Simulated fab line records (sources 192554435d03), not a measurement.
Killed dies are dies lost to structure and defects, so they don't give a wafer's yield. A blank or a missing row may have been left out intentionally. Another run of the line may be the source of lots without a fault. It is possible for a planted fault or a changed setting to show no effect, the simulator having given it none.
Matching of chambers    flow n5_finfet    4 sister chambers for N5_BEOL_M7_DESCUM_16 on rie_diel-01
The step chemistry O2, time 7.9 s. 16 wafers are shown with their chamber, then 8 later ones without.

## EACH WAFER AND ITS CHAMBER
wafer   chamber  drypump_motor_current_A (A)  showerhead_plenum_p_Torr (Torr)  throttle_valve_pct (%)
L074.2  0        5.5                          2.12                             20.25
L074.3  2        4.8                          2.00                             20.41
L074.5  2        4.9                          2.00                             20.42
L081.2  1        6.8                          2.11                             20.39
L081.3  3        5.4                          2.05                             20.08
L081.5  0        5.4                          2.12                             20.26
L086.1  1        6.7                          2.11                             20.39
L086.3  0        5.4                          2.11                             20.29
L086.4  2        4.9                          2.00                             20.45
L085.1  2        4.9                          2.00                             20.45
L085.4  3        5.4                          2.05                             20.09
L085.5  1        6.8                          2.11                             20.39
L087.1  1        6.8                          2.11                             20.40
L087.2  0        5.5                          2.11                             20.30
L087.5  2        4.9                          2.00                             20.47
L095.2  1        6.8                          2.10                             20.44

SIGNATURES, as means of the wafers listed above
reading                   chamber 0  chamber 1  chamber 2  chamber 3  scatter within a chamber
drypump_motor_current_A   5.450      6.780      4.880      5.400      0.0465
showerhead_plenum_p_Torr  2.1150     2.1080     2.0000     2.0500     0.00387
throttle_valve_pct        20.2750    20.4020    20.4400    20.0850    0.0224
Rule: for each reading, subtract the chamber's mean from the wafer's reading, divide by that reading's scatter and square the result; add these up over the readings and take the root, which gives the wafer's distance from the chamber. If the next closest chamber is less than 2 further off than the closest, the wafer can't be placed; otherwise it belongs to the closest. The scatter: the root of (the sum of the squares of (reading less its chamber's mean) over the shown wafers, divided by (wafers less chambers)).

## WAFERS MISSING THEIR CHAMBER
wafer   drypump_motor_current_A (A)  showerhead_plenum_p_Torr (Torr)  throttle_valve_pct (%)
L095.5  4.9                          1.99                             20.48
L095.6  6.8                          2.10                             20.44
L096.1  4.9                          1.99                             20.46
L096.3  5.4                          2.04                             20.11
L096.4  6.8                          2.10                             20.43
L097.2  5.4                          2.04                             20.11
L097.3  4.9                          1.99                             20.49
L097.5  5.4                          2.10                             20.34

## WHICH CHAMBER EACH WENT THROUGH
wafer   from the rows above  in truth
L095.5  2                    2
L095.6  1                    1
L096.1  2                    2
L096.3  3                    3
L096.4  1                    1
L097.2  3                    3
L097.3  2                    2
L097.5  0                    0
Correct placement for 8 of the 8. Left unplaced by these rows: 0. Wrongly placed: 0.
